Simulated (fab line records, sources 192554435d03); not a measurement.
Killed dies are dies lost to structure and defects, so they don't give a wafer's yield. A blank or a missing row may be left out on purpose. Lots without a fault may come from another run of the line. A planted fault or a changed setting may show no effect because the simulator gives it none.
Split-lot experiment | flow n5_finfet | 7 lots, 21 wafers read, on a route of 1938 steps

THE SPLIT
At N5_BEOL_M6_ETCH_66 (etches SOC in N2/H2, target depth 80 nm, overetch 16 nm, time 120 s), the setting bias_w was moved away from the recipe's 150 W on 9 of the 21 wafers read, by -10.7% to +9.1%. The other wafers ran this setting at the recipe's value.

The reading is taken at the split's own step.

THE READING
rf_vpp_V, in V, at N5_BEOL_M6_ETCH_66 (etches SOC in N2/H2, target depth 80 nm, overetch 16 nm, time 120 s). Fault-free wafers of this fab line usually give 523.6 V, standard deviation 2.9 V.

wafer  | tool, chamber at the split | bias_w as run, W | against the recipe | rf_vpp_V, V | against lot-mates on the recipe
L074.2 | rie_diel-02, 0             | 138              | -8.0%              | 492.4       | -30.8
L074.3 | rie_diel-02, 2             | 150              | recipe             | 523.2       | -
L074.5 | rie_diel-02, 2             | 138              | -8.0%              | 494.0       | -29.2
L075.3 | rie_diel-05, 3             | 150              | recipe             | 522.0       | -
L075.4 | rie_diel-05, 2             | 163.6            | +9.1%              | 546.9       | +23.1
L075.5 | rie_diel-05, 1             | 150              | recipe             | 525.6       | -
L078.1 | rie_diel-02, 1             | 133.9            | -10.7%             | 489.5       | -32.6
L078.3 | rie_diel-02, 2             | 133.9            | -10.7%             | 487.0       | -35.1
L078.4 | rie_diel-02, 3             | 150              | recipe             | 522.1       | -
L080.1 | rie_diel-02, 0             | 162.9            | +8.6%              | 548.4       | +29.2
L080.4 | rie_diel-02, 0             | 150              | recipe             | 519.2       | -
L080.6 | rie_diel-02, 3             | 162.9            | +8.6%              | 550.9       | +31.7
L086.3 | rie_diel-02, 2             | 150              | recipe             | 522.3       | -
L086.5 | rie_diel-02, 1             | 150              | recipe             | 523.5       | -
L086.6 | rie_diel-02, 2             | 150              | recipe             | 523.4       | -
L091.1 | rie_diel-05, 0             | 156.8            | +4.5%              | 539.7       | +13.3
L091.2 | rie_diel-05, 2             | 156.8            | +4.5%              | 532.1       | +5.7
L091.4 | rie_diel-05, 1             | 150              | recipe             | 526.4       | -
L097.1 | rie_diel-04, 0             | 150              | recipe             | 526.1       | -
L097.3 | rie_diel-04, 1             | 150              | recipe             | 525.3       | -
L097.5 | rie_diel-04, 1             | 150              | recipe             | 524.3       | -

THE FIT
A straight line over all 21 wafers: rf_vpp_V changes by +3.2 V for each +1% of bias_w; r = +0.99; the points scatter about the line by 2.8 V.
The same after taking each lot's own level away (the mean of its wafers on the recipe; 21 wafers): +3.21 V for each +1%; r = +0.99; scatter 3 V.
On that fit, the largest move of bias_w shifts the reading by 35 V.
The lots' own levels span 519.20 to 526.40 V, that is 2.5 times the standard deviation above.
So the lot-to-lot level changes the slope little: the two slopes agree.
Check: with one of the wafers moved furthest among these (-10.7%) left out of the fit, the line predicts -36.2 V for it against its lot-mates. It came out at -32.6 V against them.
Tool readings at the split's step, against how far the setting was moved: rf_vpp_V r = +0.99.

OTHER SPLITS ON THESE WAFERS
These wafers also went through other splits before the reading. Each is held against what the fit with the lots' levels taken away leaves over:
other split on the same wafers | wafers away from the commonest value | r with rf_vpp_V (lot level and that fit taken away)
N5_BEOL_M4_COAT_05 spin_rpm    | 6                                    | -0.07
N5_BEOL_M5_COAT_05 spin_rpm    | 6                                    | -0.46
N5_BEOL_M6_COAT_22 spin_rpm    | 7                                    | -0.38

THE FILE'S OWN FIT
rf_vpp_V changes by +3.14 V for each +1% of bias_w, r = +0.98.
